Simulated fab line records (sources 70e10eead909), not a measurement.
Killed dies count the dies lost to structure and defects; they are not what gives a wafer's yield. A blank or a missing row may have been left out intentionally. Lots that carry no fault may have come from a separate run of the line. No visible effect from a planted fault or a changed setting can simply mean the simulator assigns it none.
8D (eight disciplines) problem report, filled in by code	flow nand harc	the parts of the form that need people (team, actions taken, sign-off) are left out

## 1. WHAT IS WRONG
NHARC_END_SORT_01, killed at array: mean 358 on 2 wafers (1 lot); fault-free wafers 31, standard deviation 11. Relative to the usual mean, that is a shift of +30 standard deviations.
First observed at day 22 15:24: wafer L736.3, on prober-01. At this step, 33 wafers from 11 lots have a number in the record. Rule for "out", or "out of limits": more than 4 standard deviations from the usual mean. The rest of the wafers with a number are treated as sound.

## 2. WHAT IT IS; WHAT IT IS NOT
question	is	is not
which readings at this step	killed at array, killed dies	killed at other, killed at periphery, killed open, killed short
which lots	L736	L726, L727, L729, L730, L731, L732, L733, L734, L744, L746
which wafers of those lots	L736.3, L736.6	L736.5
read on which gauges	prober-01	prober-02
when	from day 22 15:24	up to then (24 sound wafers); but 7 sound wafers of L736, L744, L746 came after

## 3. THE SUSPECTS, EACH WITH WHAT RULES IT OUT
Counting: any tool at a process step up to the reading remains a suspect provided it ran every lot that is out. Sound lots after the first of them don't rule it out here, since some wafers of a struck lot are sound.
- the gauge at NHARC_END_SORT_01: kept. All the wafers that are out were read on prober-01, and no step on other tools shows them out.
- rie diel-04 at NHARC_A_STAIRCASE_DESCUM_252 (chemistry O2, time 3 s): kept. L736, the lot that is out, went through it at day 14 18:53; up to then, the latest sound lot through it was L734 at day 14 13:59.
- plasma asher-01 at NHARC_A_STAIRCASE_STRIP_254 (strips in O2): kept. L736, the lot that is out, went through it at day 14 19:11; up to then, the latest sound lot through it was L734 at day 14 14:14.
- rie diel-01 at NHARC_A_STAIRCASE_DESCUM_291 (chemistry O2, time 3 s): kept. L736, the lot that is out, went through it at day 14 22:44; up to then, the latest sound lot through it was L732 at day 13 21:41.
- rie diel-01 at NHARC_A_STAIRCASE_ETCH_292 (etches the open film in CF4/CHF3): kept. L736, the lot that is out, went through it at day 14 22:52; up to then, the latest sound lot through it was L732 at day 13 21:46.
- Within rie diel-04 at NHARC_A_STAIRCASE_DESCUM_252: the wafers that are out ran in chambers 1, 2; their sound lot-mates ran in chamber 0.
- Within rie diel-01 at NHARC_A_STAIRCASE_DESCUM_291: the wafers that are out ran in chambers 0, 2; their sound lot-mates ran in chamber 1.
- At NHARC_A_STAIRCASE_ETCH_292 on rie diel-01, chamber 1 took the sound wafers of the same lots and chamber 0 took the wafers that are out.
Left after counting: rie diel-04 at NHARC_A_STAIRCASE_DESCUM_252, plasma asher-01 at NHARC_A_STAIRCASE_STRIP_254, rie diel-01 at NHARC_A_STAIRCASE_DESCUM_291, rie diel-01 at NHARC_A_STAIRCASE_ETCH_292, prober-01 at NHARC_END_SORT_01.

## 4. THE CAUSE (what the simulator had put in)
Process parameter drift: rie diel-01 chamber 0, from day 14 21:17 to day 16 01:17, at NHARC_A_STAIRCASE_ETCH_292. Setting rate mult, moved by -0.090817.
After counting, 5 suspects remain, this tool included.

## 5. THE CHAIN OF EFFECTS, in route order
One row per reading whose mean, taken over the struck wafers that have a number, lies over 3 standard deviations from the usual. Only readings for which the record gives a usual standard deviation are gone through. hours: the time from each lot's start at the first step in this table that gives one to its start at this step, as a median over the lots. sigmas: the change in usual standard deviations.
hours	step	reading	usual	on struck wafers	change	sigmas
0	NHARC_END_SORT_01	killed at array	31	358	+326	+30
0	NHARC_END_SORT_01	killed dies	34	362	+328	+27

## 6. WHAT WOULD HAVE CAUGHT IT SOONER
186 hours passed between the start of the fault at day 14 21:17 and the first reading out of limits at a measuring or inspecting step in this record, taken at day 22 15:24.
Of the tool readings at NHARC_A_STAIRCASE_ETCH_292 for which the record gives a usual standard deviation, none was out on any struck wafer, so an alarm limit of 4 standard deviations on them would not have fired.
Each of the lots that are out, 1 in all, had begun NHARC_A_STAIRCASE_ETCH_292 on rie diel-01 no later than day 22 15:24. None of them would have been spared by holding the tool at that moment.
